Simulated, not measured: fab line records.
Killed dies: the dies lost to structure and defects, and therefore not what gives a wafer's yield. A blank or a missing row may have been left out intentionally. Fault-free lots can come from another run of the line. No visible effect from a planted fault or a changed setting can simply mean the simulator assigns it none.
The same fault as seen by 3 desks ; flow n5_finfet ; every desk sees just its own numbers, and what lay behind them comes last

== AT THE METROLOGY DESK ==
Lot by lot, what the gauges showed, no matter which tool ran the lot: averages of those sampled wafers that carry a number. The brackets show how far a lot's mean lies from the usual mean; more than 4 standard deviations puts the lot out of limits, marked OUT. Shown here are 7 of its 10 readings, the ones lying furthest out on some lot.
Columns: A = IOFF_N at N5_BEOL_M4_RC_MEAS_101, usual 0.152 nA/um; B = IOFF_P at N5_BEOL_M4_RC_MEAS_101, usual 0.20 nA/um; C = ION_N at N5_BEOL_M4_RC_MEAS_101, usual 672 uA/um; D = ION_P at N5_BEOL_M4_RC_MEAS_101, usual 461 uA/um; E = SS_N at N5_BEOL_M4_RC_MEAS_101, usual 71.4 mV/dec; F = VT_N at N5_BEOL_M4_RC_MEAS_101, usual 251 mV; G = VT_P at N5_BEOL_M4_RC_MEAS_101, usual -251 mV
lot;first seen here;A;B;C;D;E;F;G
L141;day 10 11:20;0.158;0.23;673;465;71.5;250;-247
L142;day 10 20:56;0.182;0.22;683;468;70.7;244;-247
L144;day 11 01:20;0.133;0.18;663;452;71.7;254;-254
L146;day 11 16:05;0.151;0.19;670;454;71.7;252;-254
L145;day 11 20:35;0.156;0.21;666;462;71.5;251;-249
L151;day 12 17:35;0.125;0.16;656;449;71.0;255;-257
L153;day 13 20:10;0.132;0.18;668;459;71.3;252;-251
L154;day 14 06:29;0.119;0.19;665;461;70.9;255;-251
This desk found nothing out of limits on any of the 8 lots.

== FOR THE TOOL OWNER'S DESK: pecvd-03 ==
The tool's own readings at N5_FIN_SAQP_HM_DEP_03 (deposits SiNx from SiH4/NH3/N2, target thk 38 nm, time 33.6 s): means of the sampled wafers that have a number, for each lot that ran on this tool. The brackets show how far a lot's mean lies from the usual mean; more than 4 standard deviations puts the lot out of limits, marked OUT.
Columns: A = heater_power_w at N5_FIN_SAQP_HM_DEP_03, usual 772 W; B = showerhead_plenum_p_Torr at N5_FIN_SAQP_HM_DEP_03, usual 5.11 Torr; C = showerhead_vpp_V at N5_FIN_SAQP_HM_DEP_03, usual 1048 V; D = throttle_valve_pct at N5_FIN_SAQP_HM_DEP_03, usual 38.5 %
lot;first seen here;A;B;C;D
L141;day 4 10:14;834;5.11;1086;40.0
L142;day 4 16:30;856;5.15;1070;38.8
L145;day 5 09:40;805;5.12;1072;39.9
L146;day 5 15:53;780;5.17;1110;40.3
This desk found nothing out of limits on any of the 4 lots.

== THE DEFECT DESK ==
Lot by lot, what the route's inspections counted, given as the mean of those sampled wafers with a number. The brackets show how far a lot's mean lies from the usual mean; more than 4 standard deviations puts the lot out of limits, marked OUT.
Columns: A = raw_defect_count at N5_FIN_SAQP_INSPECT_18, usual 388; B = raw_defect_count at N5_FIN_SAQP_INSPECT_40, usual 221; C = raw_defect_count at N5_FIN_CUT_INSPECT_10, usual 39; D = raw_defect_count at N5_FIN_CUT_INSPECT_17, usual 226
lot;first seen here;A;B;C;D
L141;day 4 11:04;360;207;34;217
L142;day 4 17:13;451;380;64;386
L144;day 5 04:22;388;220;40;231
L145;day 5 10:30;1114 (+6.6) OUT;824 (+11) OUT;680 (+64) OUT;826 (+11) OUT
L146;day 5 16:38;1030 (+5.8) OUT;860 (+11) OUT;706 (+67) OUT;870 (+12) OUT
L151;day 6 22:01;448;250;44;255
L153;day 7 09:58;313;256;36;259
L154;day 7 17:31;395;226;52;242
This desk's finding: out of limits on L145, L146; first on L145, day 5 10:30 (raw_defect_count at N5_FIN_SAQP_INSPECT_18). L141, L142, L144, L151, L153, L154: within limits.

== ALL TOGETHER ==
The defect desk could have raised an alarm at day 5 10:30, on L145, L146.
At the metrology desk, nothing out of limits was observed.
The tool owner's desk saw nothing out of limits.
The metrology desk has L145, L146 on record, within its limits.
On record at the tool owner's desk: L145, L146, within its limits.
The lots listed all ran N5_FIN_SAQP_HM_DEP_03 on pecvd-03.

== WHAT THE SIMULATOR HAD INSERTED ==
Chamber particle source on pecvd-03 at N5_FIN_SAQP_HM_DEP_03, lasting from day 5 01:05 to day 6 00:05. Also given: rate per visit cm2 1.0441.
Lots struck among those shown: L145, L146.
Hours from the fault's start to each desk's first reading out of limits: the defect desk, 9.
